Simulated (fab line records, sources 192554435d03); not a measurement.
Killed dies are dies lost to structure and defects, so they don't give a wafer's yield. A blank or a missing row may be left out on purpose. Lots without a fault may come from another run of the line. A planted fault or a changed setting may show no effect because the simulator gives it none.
A struck lot beside a sound one | flow n5_finfet | 15 steps out of a route of 1938
Sound: wafers L536.2, L536.3, L536.6. Struck: wafers L541.2, L541.3, L541.5. The cause comes at the end.
At each step with rows: each side's tool, then ch and its chambers, then its first start. Under that, the readings that differ: sound wafers | struck wafers | difference of the means | sigmas: that difference in standard deviations of wafers without a fault.
alike: readings whose means differ by less than 2 such deviations, and words and numbers that are the same on both sides. not compared: withheld readings, readings that some wafer has no value for, bounds like >300 that may hide the same value, and numbers for which the record gives no deviation and whose values overlap.
The two part at a step that has a row with sigmas, a row that says differs or no value, or rows on one side only. Numbers that don't overlap but have no deviation are shown without sigmas and don't part them. A reading that every wafer of one side lacks parts them only if that side has two wafers or more.

first, 5 steps without rows for these wafers: N5_GATE_CUT_STRIP_38 (strips in N2/H2); N5_GATE_CUT_STRIP_39 (strips in N2/H2); N5_GATE_CUT_HM_OPEN_40 (chemistry C4F6/O2, target SiO2, target depth 139 nm, time 85.1 s); N5_GATE_CUT_STRIP_41 (strips in CF4); N5_GATE_CUT_STRIP_42 (strips in O2).
N5_GATE_CUT_ETCH_19: etches SiNx in CH3F/O2, target depth 53.7 nm, time 76.7 s.
  sound on rie_diel-04 ch 0,2,3, day 7 03:11; struck on rie_diel-02 ch 1,3, day 8 08:28
  reading               | sound          | struck         | difference | sigmas
  oes_product_au (a.u.) | 0.66 0.60 0.63 | 0.63 0.82 0.82 | +0.13      | +3
  alike: CH3F_flow_sccm, O2_flow_sccm, drypump_motor_current_A, etch_rf_on_time_s, mfc_ar_sccm, rf_vpp_V, showerhead_plenum_p_Torr, throttle_valve_pct
  not compared: rf_hours_counter_h
N5_GATE_CUT_CUT_ETCH_53: etches W in SF6/Cl2, target depth 79.2 nm.
  sound on rie_metal-03 ch 0, day 7 03:18; struck on rie_metal-03 ch 0, day 8 08:34
  alike: SF6_flow_sccm, bias_w, drypump_motor_current_A, etch_rf_on_time_s, oes_product_au, throttle_valve_pct
  not compared: rf_hours_counter_h
then, 2 steps without rows for these wafers: N5_GATE_CUT_CUT_ETCH_54 (etches TiN in Cl2/BCl3, target depth 96.7 nm); N5_GATE_CUT_CUT_ETCH_55 (etches HfO2 in BCl3, target depth 3.2 nm).
N5_GATE_CUT_ETCH_47: etches SiO2 in Cl2/BCl3, target depth 10 nm.
  sound on rie_metal-03 ch 0, day 7 03:27; struck on rie_metal-03 ch 0, day 8 08:43
  alike: bcl3_flow_sccm, bias_w, drypump_motor_current_A, mfc_ar_sccm, oes_product_au, throttle_valve_pct
  not compared: rf_hours_counter_h
then, 1 step without rows for these wafers: N5_GATE_CUT_VAPOR_ETCH_48 (etches TiN in BCl3/Cl2).
N5_GATE_CUT_VAPOR_ETCH_49: etches TiAlC in BCl3/Cl2.
  sound on rie_metal-03 ch 0, day 7 03:31; struck on rie_metal-03 ch 0, day 8 08:47
  alike: drypump_motor_current_A, he_backside_leak_sccm, oes_product_au
N5_GATE_CUT_VAPOR_ETCH_51: etches HfO2 in BCl3/Cl2.
  sound on rie_metal-03 ch 0, day 7 03:32; struck on rie_metal-03 ch 0, day 8 08:49
  no value came back on the struck wafers for drypump_motor_current_A (A), he_backside_leak_sccm (sccm), oes_product_au (a.u.); on the sound wafers drypump_motor_current_A (A) reads 6.1 6.1 6.1
N5_GATE_CUT_STRIP_21: strips in N2/H2, time 30 s.
  sound on plasma_asher-02 ch 0,1, day 7 03:35; struck on plasma_asher-01 ch 0,1, day 8 08:52
  alike: drypump_motor_current_A, heater_power_w
  not compared: rf_hours_counter_h
-- the record jumps here: 5 days lie between the struck wafers' starts before and after (it left off in module GATE_CUT and takes up again in module BEOL_M4, whose first step shown is number 1111 of the route) --
N5_BEOL_M4_RC_MEAS_101:
  sound on prober-02 ch 0, day 11 11:22; struck on prober-02 ch 0, day 12 20:52
  reading       | sound          | struck         | difference | sigmas
  DIBL_P (mV/V) | 36.5 33.5 33.1 | 37.9 37.5 37.6 | +3.3       | +2
  alike: DIBL_N, IOFF_N, IOFF_P, ION_N, ION_P, SS_N, SS_P, VT_N, VT_P

WHERE THEY PART
First at N5_GATE_CUT_ETCH_19; last, within this record, at N5_BEOL_M4_RC_MEAS_101.

WHY: what the simulator had put in
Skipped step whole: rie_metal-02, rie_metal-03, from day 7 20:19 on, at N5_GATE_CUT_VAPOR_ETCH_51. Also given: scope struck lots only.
